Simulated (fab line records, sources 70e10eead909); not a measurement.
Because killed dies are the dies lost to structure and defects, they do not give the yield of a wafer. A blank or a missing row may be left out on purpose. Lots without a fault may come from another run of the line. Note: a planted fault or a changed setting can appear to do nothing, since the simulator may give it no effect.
fab line records + flow nandHarc
[record]
- lots = 6
- wafers = 18
- lastDay = 23
route steps=1159 shown A_STAIRCASE@602 END@1159
lots that met no fault: from a run of the same line without faults
startH: hours from the record's first day to the start of the lot's first wafer shown + waitH: hours since the lot's step before + " same as the row above + L1.1+2: one row covering several wafers at once + - either no value or no given start + * or withheld: withheld + < > ~ a bound
route shown NAME@n: names a module that has steps shown in the file, with the first one's number in the route + usual: average and standard deviation across the fault-free wafers + same: alike in all rows + chamber/n: place in a boat + sites: per-site readings + _std_site: how widely they spread, as a standard deviation + _edge_site: outer sites' mean less inner sites' + radiusMm: how far each site lies from the wafer's centre + mask NAME#n: copy n + behind: tool/chamber where the wafer was last shaped + hold: what put the lot on hold/how long, in hours/how the hold closed + device: the transistor (n, p or np) that didn't switch + end of line: tests of these same wafers at the route's end + a step given without rows: its recipe and nothing more + killed: not the wafer's yield, but the dies lost to structure and defects at the first sort + map: the dies of a wafer, with x for killed, . for not killed, _ for no die there
set.NAME: setting as actually run; set.NAME@STEP: the setting as run at that earlier step + model.NAME: the simulator's own value behind a step, which no gauge read
lots at some steps of the route; a table a step, a row a wafer
services: the hour from which a tool's chamber was out of use, counted from the record's first day as startH (under 0 if before that day), plus the number of hours and why
[[steps]]
[step NHARC_A_STAIRCASE_SRD_208]
[step NHARC_A_STAIRCASE_DEHYDRATE_209]
[recipe]
- tempC = 150
- timeS = 120
[step NHARC_A_STAIRCASE_HMDS_210]
[recipe]
- timeS = 30
[step NHARC_A_STAIRCASE_COAT_211]
[recipe]
- spinRpm = 1200
[step NHARC_A_STAIRCASE_SOFTBAKE_212]
[recipe]
- tempC = 135
- timeS = 170
[step NHARC_A_STAIRCASE_EBR_213]
[step NHARC_A_STAIRCASE_EXPOSE_214]
[recipe]
- na = 0.5
- doseMj = 31.26
- maskId = STAIR_3
[step NHARC_A_STAIRCASE_PEB_215]
[recipe]
- pebTempC = 115
- pebTimeS = 130
[step NHARC_A_STAIRCASE_DEVELOP_216]
[recipe]
- timeS = 140
[step NHARC_A_STAIRCASE_HARDBAKE_218]
[recipe]
- tempC = 120
- timeS = 140
[step NHARC_A_STAIRCASE_DESCUM_219]
[recipe]
- timeS = 3
- o2FlowSccm = 200
- arFlowSccm = 0
- biasPowerW = 0
- chemistry = O2
[usual]
- drypumpMotorCurrentA = 5.7/0.5
- oesProductAu = 1.004/0.0081
- rfVppV = 57.9/0.95
- showerheadPlenumPTorr = 1.94/0.09
- throttleValvePct = 11.312/0.0091
| lot.wafer | tool       | chamber | startH | waitH | drypumpMotorCurrentA | oesProductAu | rfHoursCounterH | rfVppV | showerheadPlenumPTorr | throttleValvePct |
|-----------|------------|---------|--------|-------|----------------------|--------------|-----------------|--------|-----------------------|------------------|
| L218.2    | rieDiel-05 | 1       | 260.37 | -     | 6.1                  | 1.013        | 34              | 58.2   | 1.93                  | 11.315           |
| L218.3    | "          | 3       | "      | "     | 5.0                  | 1.023        | 35              | 58.7   | 1.99                  | 11.309           |
| L218.5    | "          | 2       | "      | "     | 6.3                  | 1.007        | -               | 58.7   | 2.06                  | 11.310           |
| L220.2    | rieDiel-07 | 1       | 274.60 | -     | 6.1                  | 1.001        | 14              | 57.7   | 1.80                  | 11.317           |
| L220.4    | "          | 2       | "      | "     | 4.8                  | 1.005        | -               | 57.9   | 1.91                  | 11.329           |
| L220.5    | "          | 3       | "      | "     | 5.7                  | 1.005        | -               | 58.1   | 2.07                  | 11.302           |
| L227.3    | rieDiel-07 | 3       | 322.59 | -     | 5.7                  | 0.997        | 29              | 59.3   | 2.07                  | 11.311           |
| L227.5    | "          | 2       | "      | "     | 4.9                  | 1.000        | -               | 58.4   | 1.91                  | 11.292           |
| L227.6    | "          | 3       | "      | "     | 5.7                  | 1.009        | -               | 58.9   | 2.07                  | 11.323           |
| L229.1    | rieDiel-05 | 1       | 331.64 | -     | 6.1                  | 1.013        | 62              | 59.2   | 1.92                  | 11.313           |
| L229.6    | "          | 2       | "      | "     | 6.3                  | 0.997        | -               | 59.0   | 2.06                  | 11.305           |
| L229.5    | "          | 3       | "      | "     | 5.0                  | 1.001        | -               | 57.9   | 1.98                  | 11.309           |
| L232.2    | rieDiel-07 | 2       | 346.17 | -     | 4.9                  | 1.002        | 44              | 57.5   | 1.90                  | 11.300           |
| L232.6    | "          | 2       | "      | "     | 4.9                  | 1.003        | -               | 58.0   | 1.90                  | 11.314           |
| L232.5    | "          | 3       | "      | "     | 5.6                  | 1.011        | -               | 59.1   | 2.06                  | 11.317           |
| L236.3    | rieDiel-05 | 2       | 361.33 | -     | 6.3                  | 1.006        | 4               | 57.2   | 2.05                  | 11.307           |
| L236.6    | "          | 3       | "      | "     | 5.0                  | 1.012        | -               | 59.1   | 1.98                  | 11.304           |
| L236.5    | "          | 0       | "      | "     | 5.3                  | 1.009        | -               | 57.8   | 2.03                  | 11.316           |
[step NHARC_A_STAIRCASE_TRIM_220]
[recipe]
- timeS = 211.2
- o2FlowSccm = 500
- arFlowSccm = 0
- biasW = 0
- chemistry = O2
[usual]
- drypumpMotorCurrentA = 5.6/0.5
- oesProductAu = 1.002/0.0088
- rfVppV = 57.9/0.92
- runLengthS = 232.6/0.36
- showerheadPlenumPTorr = 3.58/0.15
- throttleValvePct = 17.036/0.0098
| lot.wafer | tool       | chamber | startH | waitH | drypumpMotorCurrentA | oesProductAu | rfHoursCounterH | rfVppV | runLengthS | showerheadPlenumPTorr | throttleValvePct |
|-----------|------------|---------|--------|-------|----------------------|--------------|-----------------|--------|------------|-----------------------|------------------|
| L218.2    | rieDiel-05 | 2       | 260.50 | 0.1   | 6.3                  | 0.997        | 35              | 59.5   | 232.8      | 3.79                  | 17.042           |
| L218.3    | "          | 0       | "      | "     | 5.3                  | 0.976        | 34              | 57.5   | 232.4      | 3.75                  | 17.048           |
| L218.5    | "          | 3       | "      | "     | 5.0                  | 1.016        | -               | 58.7   | 232.6      | 3.66                  | 17.027           |
| L220.2    | rieDiel-07 | 3       | 274.71 | 0.1   | 5.7                  | 1.012        | 10              | 58.9   | 232.8      | 3.80                  | 17.033           |
| L220.4    | "          | 1       | "      | "     | 6.1                  | 0.997        | -               | 55.8   | 232.7      | 3.33                  | 17.041           |
| L220.5    | "          | 3       | "      | "     | 5.7                  | 1.011        | -               | 58.6   | 233.0      | 3.80                  | 17.044           |
| L227.3    | rieDiel-07 | 3       | 322.68 | 0.1   | 5.7                  | 1.004        | 29              | 59.4   | 187.3      | 3.79                  | 17.038           |
| L227.5    | "          | 2       | "      | "     | 4.9                  | 0.996        | -               | 57.5   | 187.8      | 3.52                  | 17.047           |
| L227.6    | "          | 3       | "      | "     | 5.7                  | 1.009        | -               | 57.8   | 187.3      | 3.79                  | 17.024           |
| L229.1    | rieDiel-05 | 0       | 331.71 | 0.1   | 5.2                  | 0.998        | 60              | 59.6   | 232.2      | 3.74                  | 17.048           |
| L229.6    | "          | 3       | "      | "     | 5.0                  | 0.997        | -               | 58.8   | 232.7      | 3.65                  | 17.054           |
| L229.5    | "          | 0       | "      | "     | 5.3                  | 0.976        | -               | 59.1   | 232.4      | 3.74                  | 17.033           |
| L232.2    | rieDiel-07 | 2       | 346.44 | 0.3   | 4.9                  | 0.991        | 44              | 56.6   | 188.0      | 3.51                  | 17.037           |
| L232.6    | "          | 1       | "      | "     | 6.0                  | 0.995        | -               | 56.9   | 187.7      | 3.31                  | 17.039           |
| L232.5    | "          | 2       | "      | "     | 4.8                  | 0.998        | -               | 58.2   | 187.5      | 3.51                  | 17.015           |
| L236.3    | rieDiel-05 | 1       | 361.39 | 0.1   | 6.1                  | 1.010        | 6               | 58.9   | 233.0      | 3.53                  | 17.053           |
| L236.5    | "          | 1       | "      | "     | 6.1                  | 0.999        | -               | 58.9   | 232.7      | 3.53                  | 17.036           |
| L236.6    | "          | 2       | "      | "     | 6.3                  | 1.009        | -               | 60.2   | 232.6      | 3.77                  | 17.045           |
[step NHARC_A_STAIRCASE_ETCH_221]
[recipe]
- targetDepthA = 1000
- timeS = 40.5
- ionEnergyEv = 400
- c4f8FlowSccm = 20
- o2FlowSccm = 10
- arFlowSccm = withheld
- rfW = 600
- biasW = 1000
- chemistry = C4F8/O2
[usual]
- oesProductAu = 0.939/0.013
- rfVppV = 898/5.5
| lot.wafer | tool       | chamber | startH | waitH | oesProductAu | rfHoursCounterH | rfVppV |
|-----------|------------|---------|--------|-------|--------------|-----------------|--------|
| L218.2    | rieDiel-05 | 1       | -      | -     | 0.937        | 34              | 897    |
| L218.3    | "          | 2       | "      | "     | 0.937        | 35              | 905    |
| L218.5    | "          | 0       | "      | "     | 0.948        | -               | 904    |
| L220.2    | rieDiel-07 | 3       | -      | -     | 0.946        | 10              | 907    |
| L220.4    | "          | 2       | "      | "     | 0.945        | -               | 896    |
| L220.5    | "          | 1       | "      | "     | 0.941        | -               | 890    |
| L227.3    | rieDiel-07 | 2       | -      | -     | 0.935        | 35              | 896    |
| L227.5    | "          | 2       | "      | "     | 0.938        | -               | 897    |
| L227.6    | "          | 3       | "      | "     | 0.934        | -               | 906    |
| L229.1    | rieDiel-05 | 3       | -      | -     | 0.929        | 59              | 900    |
| L229.5    | "          | 0       | "      | "     | 0.925        | -               | 904    |
| L229.6    | "          | 1       | "      | "     | 0.941        | -               | 897    |
| L232.2    | rieDiel-07 | 0       | -      | -     | 0.934        | 39              | 892    |
| L232.5    | "          | 1       | "      | "     | 0.924        | -               | 887    |
| L232.6    | "          | 2       | "      | "     | 0.931        | -               | 895    |
| L236.3    | rieDiel-05 | 2       | -      | -     | 0.949        | 4               | 904    |
| L236.5    | "          | 3       | "      | "     | 0.948        | -               | 900    |
| L236.6    | "          | 0       | "      | "     | 0.941        | -               | 904    |
[step NHARC_END_SORT_01]
[recipe]
- tempC = 25
[usual]
- killedAtArray = 27/12
- killedAtOther = 0.8/1
- killedAtPeriphery = 4.0/2.5
- killedDies = 32/11
- killedOpen = 3.3/1.8
- killedShort = 2.0/1.5
[same]
- grossDies = 677
| lot.wafer | tool      | chamber | startH | waitH | killedAtArray | killedAtOther | killedAtPeriphery | killedDies | killedOpen | killedShort |
|-----------|-----------|---------|--------|-------|---------------|---------------|-------------------|------------|------------|-------------|
| L227.3    | prober-02 | 0       | 505.79 | 3.1   | 33            | 2             | 3                 | 38         | 1          | 0           |
| L227.5    | prober-02 | 0       | 507.38 | 3.7   | 44            | 1             | 3                 | 48         | 9          | 1           |
| L227.6    | prober-02 | 0       | 508.18 | 4.0   | 37            | 1             | 4                 | 42         | 2          | 3           |
| L229.1    | prober-02 | 0       | 512.84 | 2.6   | 37            | 1             | 5                 | 43         | 5          | 3           |
| L229.5    | prober-02 | 0       | 516.07 | 3.7   | 43            | 0             | 4                 | 47         | 8          | 1           |
| L229.6    | prober-02 | 0       | 516.88 | 4.0   | 48            | 0             | 3                 | 51         | 5          | 2           |
| L236.6    | prober-01 | 0       | 563.57 | 4.0   | 29            | 0             | 3                 | 32         | 3          | 3           |
// killed by level:class
L227.3 A_CHANNEL_HOLE_D1:chamberFilmFlake=15 A_SLIT:chamberFilmFlake=11 A_SGD_CUT:chamberFilmFlake=3 P_M2:chamberFilmFlake=2 P_M2:geometricParticle:open=1 A_ZERO_WELL:chamberFilmFlake=1 A_CHANNEL_FILL_D1:chamberFilmFlake=1 A_CONTACT:chamberFilmFlake=1
L227.5 A_CHANNEL_HOLE_D1:chamberFilmFlake=15 A_SLIT:chamberFilmFlake=11 A_CHANNEL_FILL_D1:geometricParticle:open=3 A_WL_FILL:chamberFilmFlake=3 A_CONTACT:geometricParticle:open=2 A_STAIRCASE:chamberFilmFlake=2 A_CONTACT:chamberFilmFlake=2 A_BLC:chamberFilmFlake=2
L227.6 A_CHANNEL_HOLE_D1:chamberFilmFlake=21 A_SLIT:chamberFilmFlake=11 P_GATE:geometricParticle:short=1 P_M2:geometricParticle:open=1 A_CONTACT:geometricParticle:short=1 A_BLC:geometricParticle:short=1 A_M1:geometricParticle:open=1 P_ZERO_WELL:chamberFilmFlake=1
L229.1 A_CHANNEL_HOLE_D1:chamberFilmFlake=13 A_SLIT:chamberFilmFlake=9 P_M0:chamberFilmFlake=3 A_STAIRCASE:chamberFilmFlake=3 A_WL_FILL:chamberFilmFlake=3 A_CONTACT:chamberFilmFlake=2 P_M0:geometricParticle:short=1 P_M0:geometricParticle:open=1
L229.5 A_CHANNEL_HOLE_D1:chamberFilmFlake=16 A_SLIT:chamberFilmFlake=16 A_BLC:geometricParticle:open=3 A_STAIRCASE:chamberFilmFlake=3 A_CONTACT:geometricParticle:open=2 P_CONTACT:geometricParticle:open=1 P_M1:geometricParticle:open=1 A_ONON_D1:geometricParticle:open=1
L229.6 A_CHANNEL_HOLE_D1:chamberFilmFlake=20 A_SLIT:chamberFilmFlake=15 A_STAIRCASE:chamberFilmFlake=5 A_CONTACT:chamberFilmFlake=3 P_M1:geometricParticle:open=2 P_M0:geometricParticle:open=1 A_ONON_D1:geometricParticle:short=1 A_CHANNEL_FILL_D1:geometricParticle:open=1
L236.6 A_SLIT:chamberFilmFlake=16 A_CHANNEL_HOLE_D1:chamberFilmFlake=4 A_STAIRCASE:chamberFilmFlake=2 A_CONTACT:chamberFilmFlake=2 P_CONTACT:geometricParticle:short=1 P_CONTACT:geometricParticle:open=1 A_WL_FILL:geometricParticle:short=1 A_WL_FILL:geometricParticle:open=1
[[services]]
| tool       | chamber | startH | hours | kind                         |
|------------|---------|--------|-------|------------------------------|
| rieDiel-07 | 0       | 237.70 | -     | clean                        |
| rieDiel-07 | 1       | 237.70 | -     | clean                        |
| rieDiel-07 | 1       | 237.70 | -     | consumableReplace:focusRing  |
| rieDiel-07 | 2       | 237.70 | -     | clean                        |
| rieDiel-07 | 3       | 237.70 | -     | clean                        |
| rieDiel-07 | 3       | 237.70 | -     | consumableReplace:showerhead |
| rieDiel-05 | 0       | 246.77 | -     | clean                        |
| rieDiel-05 | 1       | 246.77 | -     | clean                        |
| rieDiel-05 | 2       | 246.77 | -     | clean                        |
| rieDiel-05 | 3       | 246.77 | -     | clean                        |
| rieDiel-05 | 0       | 250.14 | 1.2   | repair                       |
| rieDiel-07 | 3       | 259.11 | 11.9  | repair                       |
| rieDiel-07 | 0       | 262.20 | -     | clean                        |
| rieDiel-07 | 1       | 262.20 | -     | clean                        |
| rieDiel-07 | 2       | 262.20 | -     | clean                        |
| rieDiel-07 | 0       | 266.82 | 8.3   | repair                       |
| rieDiel-05 | 0       | 271.51 | -     | clean                        |
| rieDiel-05 | 1       | 271.51 | -     | clean                        |
| rieDiel-05 | 2       | 271.51 | -     | clean                        |
| rieDiel-05 | 3       | 271.51 | -     | clean                        |
| rieDiel-07 | 1       | 284.16 | 23.1  | repair                       |
| rieDiel-07 | 0       | 286.74 | -     | clean                        |
| rieDiel-07 | 2       | 286.74 | -     | clean                        |
| rieDiel-05 | -       | 340.63 | 9.0   | pm                           |
[[key]]
[firstSign]
- step = NHARC_A_STAIRCASE_TRIM_220
- reading = runLengthS
- direction = down
- sigmas = 99+
- usual = *
- struck = *
effect none on later readings
metAt NHARC_A_STAIRCASE_TRIM_220
struckWafers L227.3,L227.5,L227.6,L232.2,L232.5,L232.6
testerLeftOut L227,L232
onsetBetween 274.71 322.68
[fault]
- kind = processParameterDrift
- tool = rieDiel-07
- chamber = -
- onsetH = 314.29
- steps = NHARC_A_STAIRCASE_TRIM_220
- channel = timeS
- offset = *
- shape = step
- endH = 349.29
- actsIn = *
- stated = *
// testerLeftOut: of these lots the tester's yield and bins aren't shown, on N5 and GAA mostly nor the transistor test; their killed dies are dies lost to structure and defects alone, not to doping, threshold or leakage, so they don't give the yield
